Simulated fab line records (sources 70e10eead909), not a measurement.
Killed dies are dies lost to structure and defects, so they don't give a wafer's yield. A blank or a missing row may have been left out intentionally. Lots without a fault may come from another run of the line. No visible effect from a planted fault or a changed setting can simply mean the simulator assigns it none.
fab line records	flow nandHarc
[record] lots = 6	wafers = 18	lastDay = 33
route steps=1302 shown THIN_TSV@1283 END@1302
lots that met no fault: from a run of the same line without faults
startH: hours from the record's first day to the start of the lot's first wafer shown	waitH: hours from the lot's prior step to this one	" repeats the value in the row above	L1.1+2: a single row standing in for several wafers	- no value, or no start was given	* or withheld: withheld	< > ~ a bound
route shown NAME@n: a module of which the file shows steps, and the number in the route of the first	usual: the fault-free wafers' mean and standard deviation	same: alike in all rows	chamber/n: place in a boat	sites: the reading at each site	_std_site: standard deviation of those values	_edge_site: inner sites' mean taken away from outer sites' mean	radiusMm: how far each site lies from the wafer's centre	mask NAME#n: copy n	behind: the last tool/chamber to shape the wafer	hold: why the lot was held/for how many hours/how that ended	device: the transistor (n, p or np) that didn't switch	end of line: the tests these same wafers got at the end of their route	a step with no rows: only its recipe	killed: count of dies lost to structure and defects at first sort (not the wafer's yield)	map: a wafer's dies, x killed, . not, _ none there
set.NAME: setting as actually run; set.NAME@STEP: the setting as run at that earlier step	model.NAME: the simulator's own value behind a step, which no gauge read
lots seen at some steps along the route; tables by step, rows by wafer
services: a tool's chamber out of use, with start hour (startH, from the record's first day; less than 0 if before it), hours out, and reason
[[steps]]
[step NHARC_THIN_TSV_DEHYDRATE_25]
[recipe] tempC = 150	timeS = 120
[step NHARC_THIN_TSV_HMDS_26]
[recipe] timeS = 30
[step NHARC_THIN_TSV_COAT_27]
[recipe] spinRpm = *
[step NHARC_THIN_TSV_SOFTBAKE_28]
[recipe] tempC = 122	timeS = 95
[step NHARC_THIN_TSV_EBR_29]
[step NHARC_THIN_TSV_EXPOSE_30]
[recipe] na = 0.55	doseMj = 11.47	maskId = PAD
[step NHARC_THIN_TSV_PEB_31]
[recipe] pebTempC = 118	pebTimeS = 85
[step NHARC_THIN_TSV_DEVELOP_32]
[recipe] timeS = 70
[step NHARC_THIN_TSV_CD_MEAS_33]
[recipe] targetCdNm = 5000	landingEnergyEv = 500
[usual] cdNm = 4999.9/1.5
lot.wafer	tool	chamber	startH	waitH	cdNm
L309.1	cdSem-03	0	600.72	-	5000.0
L309.4	"	0	"	"	5001.1
L309.5	"	0	"	"	5000.8
L313.2	cdSem-02	0	665.27	-	4999.8
L313.3	"	0	"	"	5000.0
L313.6	"	0	"	"	5001.0
L319.2	cdSem-01	0	680.19	-	4999.7
L319.4	"	0	"	"	4999.9
L319.6	"	0	"	"	5000.3
L320.1	cdSem-01	0	698.80	-	5002.2
L320.3	"	0	"	"	5002.2
L320.4	"	0	"	"	5000.2
L326.1	cdSem-02	0	766.58	-	5002.1
L326.3	"	0	"	"	4998.9
L326.6	"	0	"	"	5001.8
L324.4	cdSem-01	0	780.98	-	5000.2
L324.5	"	0	"	"	4997.8
L324.6	"	0	"	"	4998.6
[step NHARC_THIN_TSV_HARDBAKE_34]
[recipe] tempC = 125	timeS = 80
[step NHARC_THIN_TSV_DESCUM_35]
[recipe] timeS = 3	o2FlowSccm = 200	arFlowSccm = 0	biasPowerW = 0	chemistry = O2
[usual] drypumpMotorCurrentA = 5.7/0.37	oesProductAu = 1.000/0.0087	rfVppV = 58.0/0.82	showerheadPlenumPTorr = 1.97/0.047	throttleValvePct = 11.312/0.0088
lot.wafer	tool	chamber	startH	waitH	drypumpMotorCurrentA	oesProductAu	rfHoursCounterH	rfVppV	showerheadPlenumPTorr	throttleValvePct
L309.4	rieDiel-09	3	600.88	-	5.8	0.999	3.5	57.1	1.90	11.312
L309.1	"	2	"	"	5.2	1.006	3.9	57.9	1.91	11.311
L309.5	"	0	"	"	5.1	1.003	-	57.8	1.96	11.301
L313.3	rieDiel-09	3	665.43	-	5.9	1.000	5.5	57.6	1.90	11.298
L313.2	"	2	"	"	5.2	1.008	5.9	57.4	1.91	11.317
L313.6	"	2	"	"	5.2	1.000	-	58.5	1.91	11.298
L319.4	rieDiel-08	3	680.34	-	6.3	0.994	6.1	58.1	2.04	11.303
L319.2	"	1	"	"	5.7	1.007	6.0	57.6	2.00	11.305
L319.6	"	3	"	"	6.2	0.995	-	58.5	2.04	11.303
L320.1	rieDiel-08	0	698.96	-	5.9	1.009	6.8	57.6	1.93	11.317
L320.4	"	2	"	"	5.5	1.016	7.2	58.7	1.97	11.316
L320.3	"	3	"	"	6.2	0.999	6.9	57.4	2.04	11.308
L326.1	rieDiel-08	0	766.74	-	5.9	0.994	2.2	58.1	1.93	11.311
L326.3	"	3	"	"	6.2	1.003	2.1	57.6	2.03	11.322
L326.6	"	0	"	"	5.9	0.990	-	58.0	1.93	11.307
L324.4	rieDiel-08	2	781.18	-	5.5	1.007	-	59.3	1.97	11.314
L324.6	"	3	"	"	6.2	0.985	-	59.1	2.03	11.306
L324.5	"	0	"	"	5.9	1.014	-	58.7	1.93	11.315
[step NHARC_THIN_TSV_ETCH_59]
[recipe] targetDepthA = 8800	icpW = 900	biasW = 100	Cl2_flow_sccm = 60	bcl3FlowSccm = 30	timeS = 138.1	chemistry = Cl2/BCl3
[usual] drypumpMotorCurrentA = 5.97/0.26	heBacksideLeakSccm = 3.35/0.23	oesProductAu = 1.001/0.0076	throttleValvePct = 22.265/0.0082
lot.wafer	tool	chamber	startH	waitH	drypumpMotorCurrentA	heBacksideLeakSccm	oesProductAu	rfHoursCounterH	throttleValvePct
L309.1	rieMetal-02	1	601.05	0.1	6.08	3.23	1.005	2.6	22.272
L309.4	"	0	"	"	6.22	3.57	1.009	-	22.249
L309.5	"	0	"	"	6.18	3.26	1.012	-	22.280
L313.2	rieMetal-03	0	665.58	0.1	6.25	3.36	0.997	1.7	22.267
L313.3	"	0	"	"	6.24	3.33	1.000	-	22.267
L313.6	"	0	"	"	6.26	3.33	1.001	-	22.273
L319.2	rieMetal-02	1	680.51	0.1	6.07	3.23	1.000	0.7	22.263
L319.4	"	0	"	"	6.19	3.47	0.993	-	22.266
L319.6	"	0	"	"	6.19	3.30	1.005	-	22.263
L320.1	rieMetal-02	0	699.09	0.1	6.18	3.26	1.003	1.4	22.267
L320.3	"	0	"	"	6.19	3.46	0.979	-	22.268
L320.4	"	1	"	"	6.07	3.19	1.005	-	22.266
L326.1	rieMetal-03	1	766.93	0.2	5.83	3.19	0.994	1.1	22.262
L326.3	"	1	"	"	5.82	3.07	1.000	-	22.264
L326.6	"	1	"	"	5.83	3.15	0.994	-	22.253
L324.4	rieMetal-02	0	781.39	0.2	6.18	3.42	1.000	-	22.257
L324.5	"	1	"	"	6.04	3.29	1.005	-	22.282
L324.6	"	0	"	"	6.18	3.37	1.007	-	22.268
[step NHARC_THIN_TSV_ETCH_36]
[recipe] targetDepthA = 650	overEtchFrac = 0.3	timeS = 18.571	ionEnergyEv = 150	chemistry = Cl2/BCl3
[usual] drypumpMotorCurrentA = 5.97/0.26	heBacksideLeakSccm = 3.4/0.37	oesProductAu = 1.001/0.0076	overEtchFrac = 0.3/0
lot.wafer	tool	chamber	startH	waitH	drypumpMotorCurrentA	heBacksideLeakSccm	oesProductAu	overEtchFrac	rfHoursCounterH
L309.1	rieMetal-02	0	601.27	0.2	6.17	3.3	1.006	0.3	2.9
L309.4	"	1	"	"	6.05	3.3	1.003	0.3	-
L309.5	"	0	"	"	6.19	3.2	1.005	0.3	-
L313.2	rieMetal-03	1	665.85	0.2	5.82	2.9	1.009	0.3	1.9
L313.3	"	0	"	"	6.26	3.6	1.012	0.3	-
L313.6	"	1	"	"	5.83	2.9	0.999	0.3	-
L319.2	rieMetal-02	0	680.73	0.2	6.20	3.6	0.994	0.53499	0.9
L319.4	"	0	"	"	6.18	3.6	0.998	0.53499	-
L319.6	"	0	"	"	6.17	3.7	0.995	0.53499	-
L320.1	rieMetal-02	0	699.35	0.2	6.18	5.1	0.984	0.53499	1.6
L320.3	"	0	"	"	6.17	3.6	0.988	0.53499	-
L320.4	"	1	"	"	6.09	3.3	1.003	0.3	-
L326.1	rieMetal-03	0	767.15	0.2	6.30	3.3	0.998	0.3	1.2
L326.3	"	0	"	"	6.28	3.1	0.994	0.3	-
L326.6	"	1	"	"	5.81	3.1	0.992	0.3	-
L324.4	rieMetal-02	1	781.55	0.1	6.08	3.2	1.002	0.3	-
L324.5	"	1	"	"	6.06	3.3	1.013	0.3	-
L324.6	"	0	"	"	6.20	3.6	0.993	0.3	-
[step NHARC_THIN_TSV_STRIP_56]
[recipe] powerW = 1500	tempC = 250	chemistry = O2
[usual] drypumpMotorCurrentA = 5.59/0.14	heaterPowerW = 351/32
lot.wafer	tool	chamber	startH	waitH	drypumpMotorCurrentA	heaterPowerW	rfHoursCounterH
L309.1	plasmaAsher-02	0	601.41	0.1	5.79	359	39
L309.4	"	0	"	"	5.76	355	-
L309.5	"	1	"	"	5.62	414	-
L313.2	plasmaAsher-02	0	665.94	0.1	5.84	370	10
L313.3	"	1	"	"	5.64	397	-
L313.6	"	0	"	"	5.82	372	-
L319.2	plasmaAsher-01	0	680.89	0.2	5.41	316	28
L319.4	"	0	"	"	5.42	320	-
L319.6	"	1	"	"	5.57	337	-
L320.1	plasmaAsher-02	1	699.45	0.1	5.65	399	19
L320.3	"	1	"	"	5.63	393	-
L320.4	"	0	"	"	5.84	384	-
L326.1	plasmaAsher-02	1	767.25	0.1	5.60	402	33
L326.3	"	0	"	"	5.84	373	-
L326.6	"	1	"	"	5.61	397	-
L324.4	plasmaAsher-01	1	782.15	0.6	5.56	347	-
L324.6	"	1	"	"	5.56	339	-
L324.5	"	0	"	"	5.44	322	-
[step NHARC_END_SORT_01]
[recipe] tempC = 25
[usual] defectLimitedYield = 92.0/2.6	killedAtArray = 50/17	killedAtOther = 0.7/1	killedAtPeriphery = 3.4/2.4	killedDies = 54/17	killedOpen = 3.3/1.7	killedShort = 2.5/1.6	sort_bin_2_pct = 2.8/1.1	sort_bin_3_pct = 0.5/0.33	sort_bin_4_pct = 4.6/1.5	sortNPass = 623/17	sortRimYieldPct = 92/3.8	sortYieldPct = 92.0/2.6
[same] grossDies = 677	sort_bin_5_pct[%] = 0	sort_bin_6_pct[%] = 0	sort_bin_7_pct[%] = 0	sort_bin_8_pct[%] = 0	sortRimNGross = 106.00
lot.wafer	tool	chamber	startH	waitH	defectLimitedYield[%]	killedAtArray	killedAtOther	killedAtPeriphery	killedDies	killedOpen	killedShort	sort_bin_2_pct[%]	sort_bin_3_pct[%]	sort_bin_4_pct[%]	sortNPass	sortRimYieldPct[%]	sortYieldPct[%]
L313.2	prober-02	0	681.87	2.8	91.7	50	1	5	56	2	1	3.4	0.9	4.0	621	92	91.7
L313.3	prober-02	0	682.67	3.1	91.1	53	1	6	60	5	7	3.2	0.7	4.9	617	88	91.1
L313.6	prober-02	0	685.07	4.0	91.3	51	1	7	59	6	3	3.0	0.6	5.2	618	92	91.3
L319.2	prober-01	0	690.03	2.8	94.2	34	1	4	39	3	1	2.4	0.3	3.1	638	94	94.2
L319.4	prober-01	0	691.60	3.4	93.2	43	1	2	46	2	2	2.8	0.7	3.2	631	94	93.2
L319.6	prober-01	0	693.17	3.9	94.4	35	1	2	38	1	2	1.6	0.1	3.8	639	97	94.4
L320.1	prober-01	0	707.89	2.5	92.3	46	0	6	52	7	3	2.1	0.6	5.0	625	95	92.3
L320.3	prober-01	0	709.48	3.1	93.5	37	2	5	44	1	2	2.7	0.4	3.4	633	92	93.5
L320.4	prober-01	0	710.27	3.4	93.1	43	2	2	47	3	2	2.5	0.1	4.3	630	94	93.1
// killed by level:class
L313.2 A_SLIT:chamberFilmFlake=32 A_CHANNEL_HOLE_D1:chamberFilmFlake=4 A_CHANNEL_HOLE_D2:chamberFilmFlake=4 A_CHANNEL_FILL_D2:chamberFilmFlake=4 P_STI:chamberFilmFlake=3 A_STAIRCASE:chamberFilmFlake=2 A_WL_FILL:chamberFilmFlake=2 P_GATE:geometricParticle:open=1
L313.3 A_SLIT:chamberFilmFlake=24 A_CHANNEL_HOLE_D1:chamberFilmFlake=6 A_CONTACT:chamberFilmFlake=4 P_STI:chamberFilmFlake=3 A_CHANNEL_HOLE_D2:chamberFilmFlake=3 A_CHANNEL_FILL_D2:geometricParticle:short=2 A_DECK1_JOINT:chamberFilmFlake=2 A_STAIRCASE:chamberFilmFlake=2
L313.6 A_SLIT:chamberFilmFlake=30 A_CHANNEL_HOLE_D2:chamberFilmFlake=7 A_CONTACT:chamberFilmFlake=4 P_STI:chamberFilmFlake=3 A_CHANNEL_HOLE_D1:chamberFilmFlake=3 A_M1:chamberFilmFlake=2 P_STI:geometricParticle:short=1 P_GATE:geometricParticle:open=1
L319.2 A_CHANNEL_HOLE_D2:chamberFilmFlake=15 A_CONTACT:chamberFilmFlake=7 A_CHANNEL_HOLE_D1:chamberFilmFlake=4 A_BLC:chamberFilmFlake=4 P_GATE:chamberFilmFlake=2 P_CONTACT:geometricParticle:open=1 P_M0:geometricParticle:short=1 A_WL_FILL:geometricParticle:open=1
L319.4 A_CHANNEL_HOLE_D2:chamberFilmFlake=23 A_CHANNEL_HOLE_D1:chamberFilmFlake=7 A_CONTACT:chamberFilmFlake=5 A_ONON_D1:geometricParticle:short=2 A_BLC:chamberFilmFlake=2 A_ONON_D1:geometricParticle:open=1 A_WL_FILL:geometricParticle:open=1 P_ZERO_WELL:chamberFilmFlake=1
L319.6 A_CHANNEL_HOLE_D2:chamberFilmFlake=17 A_CHANNEL_HOLE_D1:chamberFilmFlake=7 A_CONTACT:chamberFilmFlake=4 P_GATE:chamberFilmFlake=2 A_BLC:chamberFilmFlake=2 A_ONON_D2:geometricParticle:short=1 A_WL_FILL:geometricParticle:short=1 A_WL_FILL:geometricParticle:open=1
L320.1 A_CHANNEL_HOLE_D2:chamberFilmFlake=17 A_CHANNEL_HOLE_D1:chamberFilmFlake=8 A_CHANNEL_FILL_D1:geometricParticle:open=3 A_CHANNEL_FILL_D1:chamberFilmFlake=3 P_STI:chamberFilmFlake=2 A_SLIT:chamberFilmFlake=2 A_WL_FILL:chamberFilmFlake=2 A_CONTACT:chamberFilmFlake=2
L320.3 A_CHANNEL_HOLE_D2:chamberFilmFlake=10 A_CHANNEL_HOLE_D1:chamberFilmFlake=6 A_STAIRCASE:chamberFilmFlake=5 A_WL_FILL:chamberFilmFlake=4 A_CONTACT:chamberFilmFlake=4 P_GATE:chamberFilmFlake=3 A_SLIT:chamberFilmFlake=3 P_CONTACT:chamberFilmFlake=2
L320.4 A_CHANNEL_HOLE_D2:chamberFilmFlake=11 A_CHANNEL_HOLE_D1:chamberFilmFlake=6 A_SLIT:chamberFilmFlake=5 A_STAIRCASE:chamberFilmFlake=4 A_WL_FILL:chamberFilmFlake=4 A_CHANNEL_FILL_D1:chamberFilmFlake=3 A_CONTACT:chamberFilmFlake=3 A_ONON_D1:geometricParticle:open=1
[[services]]
tool	chamber	startH	hours	kind
plasmaAsher-01	-	580.66	3.7	repair
rieDiel-09	2	591.43	3.7	repair
plasmaAsher-02	-	603.47	9.0	pm
rieDiel-08	-	620.62	0.9	repair
rieMetal-02	-	631.00	9.0	pm
rieMetal-02	0	631.00	9.0	ventCycle
rieMetal-02	1	631.00	9.0	ventCycle
rieDiel-09	0	633.53	5.8	repair
rieMetal-02	0	640.00	-	clean
rieDiel-09	0	658.38	7.1	repair
rieDiel-09	-	674.10	9.0	pm
rieMetal-03	-	696.16	9.0	pm
plasmaAsher-01	-	696.56	9.0	pm
rieDiel-09	1	698.08	14.0	repair
rieMetal-03	-	718.12	0.5	repair
rieDiel-08	-	721.80	9.0	pm
rieDiel-08	3	747.45	1.4	repair
rieDiel-09	1	753.65	14.7	repair
plasmaAsher-02	-	757.09	4.9	repair
rieDiel-09	0	757.50	7.1	repair
rieDiel-08	2	763.65	7.1	repair
rieDiel-09	0	768.89	5.0	repair
rieDiel-08	1	778.94	11.9	repair
plasmaAsher-02	-	780.47	9.0	pm
[[key]]
[firstSign] step = NHARC_THIN_TSV_ETCH_36	reading = overEtchFrac	direction = up	sigmas = 99+	usual = 0.3	struck = 0.53499
effect none on later readings
metAt NHARC_THIN_TSV_ETCH_36
struckWafers L319.2,L319.4,L319.6,L320.1,L320.3
onsetBetween 601.27 680.73
[fault] kind = processParameterDrift	tool = rieMetal-02	chamber = 0	onsetH = 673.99	steps = NHARC_THIN_TSV_ETCH_36	channel = overEtchFrac	offset = 0.23499	shape = step	endH = 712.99	stated = 0.3
